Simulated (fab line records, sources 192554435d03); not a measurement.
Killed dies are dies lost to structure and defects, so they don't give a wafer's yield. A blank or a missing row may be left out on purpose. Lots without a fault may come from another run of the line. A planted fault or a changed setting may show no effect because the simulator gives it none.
Which tool did it? | flow n5_finfet | 9 lots, 27 wafers sampled, at 5 steps of a route of 1938

WHAT THE GAUGES READ, wafer by wafer
N5_BEOL_M4_RC_MEAS_101. Usual: DIBL_N 36.2 mV/V, standard deviation 1.6; DIBL_P 36.5 mV/V, standard deviation 1.9; IOFF_N 0.158 nA/um, standard deviation 0.027; IOFF_P 0.21 nA/um, standard deviation 0.038; ION_N 675 uA/um, standard deviation 12; ION_P 464 uA/um, standard deviation 8.9; SS_N 71.5 mV/dec, standard deviation 0.61; SS_P 73.4 mV/dec, standard deviation 0.59; VT_N 250.4 mV, standard deviation 3; VT_P -250 mV, standard deviation 3.6.
lot  | measured     | on        | DIBL_N (mV/V)  | DIBL_P (mV/V)  | IOFF_N (nA/um)    | IOFF_P (nA/um) | ION_N (uA/um) | ION_P (uA/um) | SS_N (mV/dec)  | SS_P (mV/dec)  | VT_N (mV)         | VT_P (mV)      | flag
L227 | day 7 23:20  | prober-02 | 34.3 36.1 36.9 | 35.5 38.0 38.7 | 0.138 0.161 0.184 | 0.19 0.24 0.25 | 668 682 688   | 457 466 465   | 70.9 71.5 72.0 | 72.3 72.9 73.2 | 252.3 252.3 249.9 | -251 -251 -246 |
L232 | day 9 00:47  | prober-02 | 37.8 37.4 35.7 | 36.5 37.5 34.7 | 0.156 0.165 0.122 | 0.20 0.21 0.17 | 672 676 653   | 455 462 452   | 70.3 71.3 70.5 | 73.7 73.5 72.9 | 252.7 248.5 254.3 | -250 -248 -253 |
L233 | day 9 10:29  | prober-01 | 37.8 38.4 39.3 | 37.8 38.4 39.3 | 0.168 0.180 0.192 | 0.21 0.22 0.24 | 684 689 680   | 461 461 463   | 72.0 71.5 71.3 | 73.6 74.4 74.3 | 253.7 249.0 251.1 | -250 -250 -253 |
L234 | day 9 19:01  | prober-01 | 34.9 34.2 36.7 | 34.8 34.6 37.9 | 0.129 0.121 0.165 | 0.20 0.19 0.25 | 673 665 685   | 465 461 474   | 71.5 71.3 72.1 | 73.4 72.7 73.2 | 255.7 254.4 248.9 | -249 -251 -245 |
L238 | day 10 11:46 | prober-01 | 34.9 36.5 38.2 | 35.8 37.3 39.0 | 0.142 0.175 0.209 | 0.19 0.20 0.25 | 671 691 705   | 463 464 474   | 70.5 70.8 72.8 | 73.5 73.8 73.6 | 251.0 245.7 246.5 | -250 -251 -246 |
L241 | day 11 15:15 | prober-01 | 36.2 39.3 38.4 | 37.1 40.7 39.7 | 0.157 0.232 0.198 | 0.25 0.31 0.31 | 685 699 686   | 473 480 474   | 70.6 72.4 71.0 | 73.1 74.5 74.5 | 247.2 243.7 244.2 | -246 -241 -240 |
L242 | day 12 11:15 | prober-02 | 37.1 38.5 34.4 | 37.4 39.3 34.7 | 0.173 0.206 0.120 | 0.23 0.26 0.17 | 671 692 666   | 463 472 460   | 72.1 72.1 70.2 | 73.3 73.4 72.3 | 249.0 246.0 255.4 | -249 -246 -254 |
L244 | day 12 15:55 | prober-01 | 36.6 37.2 35.2 | 37.1 37.6 36.7 | 0.172 0.176 0.142 | 0.21 0.22 0.20 | 666 669 673   | 463 458 462   | 72.4 72.7 71.5 | 72.5 74.3 73.6 | 249.4 250.6 252.4 | -252 -252 -253 |
L248 | day 13 14:35 | prober-02 | 35.7 36.8 35.6 | 35.7 38.1 36.5 | 0.158 0.175 0.165 | 0.18 0.23 0.20 | 677 666 677   | 459 457 468   | 71.2 71.6 71.4 | 72.7 73.8 72.8 | 248.8 247.5 248.2 | -254 -250 -251 |

WHICH TOOL RAN EACH LOT (tool, then ch and the chambers of the sampled wafers, then the start)
lot  | N5_BEOL_M2_HM_DEP_02         | N5_BEOL_M2_STRIP_66               | N5_BEOL_M2_EXPOSE_25              | N5_BEOL_M2_ETCH_77
L227 | pvd_sputter-02, day 6 12:35  | rie_diel-02 ch 1,2, day 6 13:19   | euv_scanner-02 ch 0, day 6 13:43  | rie_diel-04 ch 1,3, day 6 14:01
L232 | pvd_sputter-02, day 7 14:54  | rie_diel-02 ch 1,2, day 7 15:52   | euv_scanner-01 ch 0, day 7 16:29  | rie_diel-02 ch 0,1,3, day 7 16:47
L233 | pvd_sputter-01, day 8 01:13  | rie_diel-04 ch 1,3, day 8 02:34   | euv_scanner-01 ch 0, day 8 02:59  | rie_diel-02 ch 0,2, day 8 03:19
L234 | pvd_sputter-01, day 8 06:44  | rie_diel-05 ch 0,2, day 8 07:29   | euv_scanner-01 ch 0, day 8 07:57  | rie_diel-05 ch 1,3, day 8 08:14
L238 | pvd_sputter-02, day 9 02:50  | rie_diel-04 ch 1,2,3, day 9 03:46 | euv_scanner-01 ch 0, day 9 04:19  | rie_diel-02 ch 1,2,3, day 9 04:40
L241 | pvd_sputter-01, day 10 01:58 | rie_diel-04 ch 0,1, day 10 02:55  | euv_scanner-01 ch 0, day 10 03:26 | rie_diel-04 ch 0,1,3, day 10 03:44
L242 | pvd_sputter-03, day 10 19:50 | rie_diel-05 ch 1,2, day 10 20:41  | euv_scanner-02 ch 0, day 10 21:13 | rie_diel-02 ch 1,3, day 10 21:31
L244 | pvd_sputter-03, day 11 01:37 | rie_diel-05 ch 0,3, day 11 02:26  | euv_scanner-02 ch 0, day 11 02:58 | rie_diel-04 ch 0,3, day 11 03:25
L248 | pvd_sputter-03, day 11 19:19 | rie_diel-02 ch 0,3, day 11 20:17  | euv_scanner-02 ch 0, day 11 20:50 | rie_diel-02 ch 1,2, day 11 21:08
- N5_BEOL_M2_HM_DEP_02: deposits TiN, target thk 20 nm.
- N5_BEOL_M2_STRIP_66: strips in CF4.
- N5_BEOL_M2_EXPOSE_25: exposes mask V1, defocus 5 nm.
- N5_BEOL_M2_ETCH_77: etches underlayer in N2/H2, target depth 6.5 nm, time 5.2 s.

WHAT THE TOOLS THEMSELVES READ (means of the sampled wafers that have a number; where no wafer has one, the mark that the record gives instead)
N5_BEOL_M2_HM_DEP_02. Usual: substrate_temp_c 25.02 C, standard deviation 0.11; throttle_valve_pct 30.1 %, standard deviation 0.75.
lot  | tool           | substrate_temp_c (C) | throttle_valve_pct (%) | flag
L227 | pvd_sputter-02 | 25.04                | 30.5                   |
L232 | pvd_sputter-02 | 24.97                | 29.8                   |
L233 | pvd_sputter-01 | 25.01                | 29.7                   |
L234 | pvd_sputter-01 | 25.08                | 30.9                   |
L238 | pvd_sputter-02 | 24.85                | 30.3                   |
L241 | pvd_sputter-01 | 25.08                | 30.7                   |
L242 | pvd_sputter-03 | 24.95                | 29.6                   |
L244 | pvd_sputter-03 | 25.02                | 29.6                   |
L248 | pvd_sputter-03 | 25.09                | 29.6                   |

N5_BEOL_M2_STRIP_66. Usual: drypump_motor_current_A 5.7 A, standard deviation 0.46; oes_product_au 0.82 a.u., standard deviation 0.085; rf_vpp_V 271.4 V, standard deviation 1.5; showerhead_plenum_p_Torr 1.81 Torr, standard deviation 0.057; throttle_valve_pct 13.45 %, standard deviation 0.22.
lot  | tool        | drypump_motor_current_A (A) | oes_product_au (a.u.) | rf_vpp_V (V) | showerhead_plenum_p_Torr (Torr) | throttle_valve_pct (%) | flag
L227 | rie_diel-02 | 5.9                         | 0.84                  | 272.1        | 1.86                            | 13.33                  |
L232 | rie_diel-02 | 5.6                         | 0.85                  | 272.5        | 1.84                            | 13.37                  |
L233 | rie_diel-04 | 5.7                         | 0.82                  | 272.3        | 1.83                            | 13.43                  |
L234 | rie_diel-05 | 6.2                         | 0.76                  | 271.5        | 1.81                            | 13.77                  |
L238 | rie_diel-04 | 5.9                         | 0.75                  | 271.9        | 1.81                            | 13.61                  |
L241 | rie_diel-04 | 5.3                         | 0.87                  | 270.3        | 1.80                            | 13.25                  |
L242 | rie_diel-05 | 5.9                         | 0.87                  | 270.2        | 1.78                            | 13.54                  |
L244 | rie_diel-05 | 5.5                         | 0.85                  | 271.2        | 1.80                            | 13.40                  |
L248 | rie_diel-02 | 5.7                         | 0.79                  | 271.4        | 1.79                            | 13.36                  |

N5_BEOL_M2_EXPOSE_25. Usual: exposure_dose_mJ_cm2 62.96, standard deviation 0.058.
lot  | tool           | exposure_dose_mJ_cm2 | flag
L227 | euv_scanner-02 | 62.93                |
L232 | euv_scanner-01 | 63.00                |
L233 | euv_scanner-01 | 62.95                |
L234 | euv_scanner-01 | 62.98                |
L238 | euv_scanner-01 | 65.41                | OFF
L241 | euv_scanner-01 | 64.96                | OFF
L242 | euv_scanner-02 | 62.95                |
L244 | euv_scanner-02 | 63.05                |
L248 | euv_scanner-02 | 62.91                |

N5_BEOL_M2_ETCH_77. Usual: drypump_motor_current_A 5.7 A, standard deviation 0.43; etch_rf_on_time_s 5.19 s, standard deviation 0.087; oes_product_au 0.70 a.u., standard deviation 0.075; rf_vpp_V 524.2 V, standard deviation 2.6; showerhead_plenum_p_Torr 2.56 Torr, standard deviation 0.085; throttle_valve_pct 17.71 %, standard deviation 0.21.
lot  | tool        | drypump_motor_current_A (A) | etch_rf_on_time_s (s) | oes_product_au (a.u.) | rf_vpp_V (V) | showerhead_plenum_p_Torr (Torr) | throttle_valve_pct (%) | flag
L227 | rie_diel-04 | 6.1                         | 5.20                  | 0.67                  | 525.5        | 2.62                            | 17.81                  |
L232 | rie_diel-02 | 5.6                         | 5.23                  | 0.72                  | 523.7        | 2.54                            | 17.67                  |
L233 | rie_diel-02 | 6.1                         | 5.30                  | 0.66                  | 523.8        | 2.59                            | 17.61                  |
L234 | rie_diel-05 | 5.5                         | 5.13                  | 0.74                  | 524.7        | 2.56                            | 17.83                  |
L238 | rie_diel-02 | 5.7                         | 5.20                  | 0.72                  | 526.0        | 2.61                            | 17.60                  |
L241 | rie_diel-04 | 5.7                         | 5.12                  | 0.72                  | 524.2        | 2.56                            | 17.58                  |
L242 | rie_diel-02 | 5.4                         | 5.22                  | 0.71                  | 523.8        | 2.58                            | 17.70                  |
L244 | rie_diel-04 | 6.1                         | 5.25                  | 0.65                  | 524.4        | 2.57                            | 17.69                  |
L248 | rie_diel-02 | 5.9                         | 5.25                  | 0.67                  | 527.2        | 2.63                            | 17.65                  |

THE ANSWER, worked out from the rows above alone
Rule: a lot is off if the mean of its wafers that have a number lies more than 3 standard deviations from the usual mean. A lot without any number at a reading at which 4 lots or more have one is off too. The other lots that the step has rows for count as sound. The gauges are gone through in route order, then the tools' own readings, and for those a lot's mean is taken as printed above. The first step at which some lot is off is used, and at that step the reading that is off furthest; a lot without a number counts as furthest.
Off: L238, L241, at N5_BEOL_M2_EXPOSE_25 (exposure_dose_mJ_cm2).
A tool fits if, at that step or a process step before it, it ran every lot that is off, and no sound lot after the first of them. Can't be told from this: 2 tools fit, rie_diel-04 at N5_BEOL_M2_STRIP_66, euv_scanner-01 at N5_BEOL_M2_EXPOSE_25.

WHAT THE SIMULATOR HAD PUT IN
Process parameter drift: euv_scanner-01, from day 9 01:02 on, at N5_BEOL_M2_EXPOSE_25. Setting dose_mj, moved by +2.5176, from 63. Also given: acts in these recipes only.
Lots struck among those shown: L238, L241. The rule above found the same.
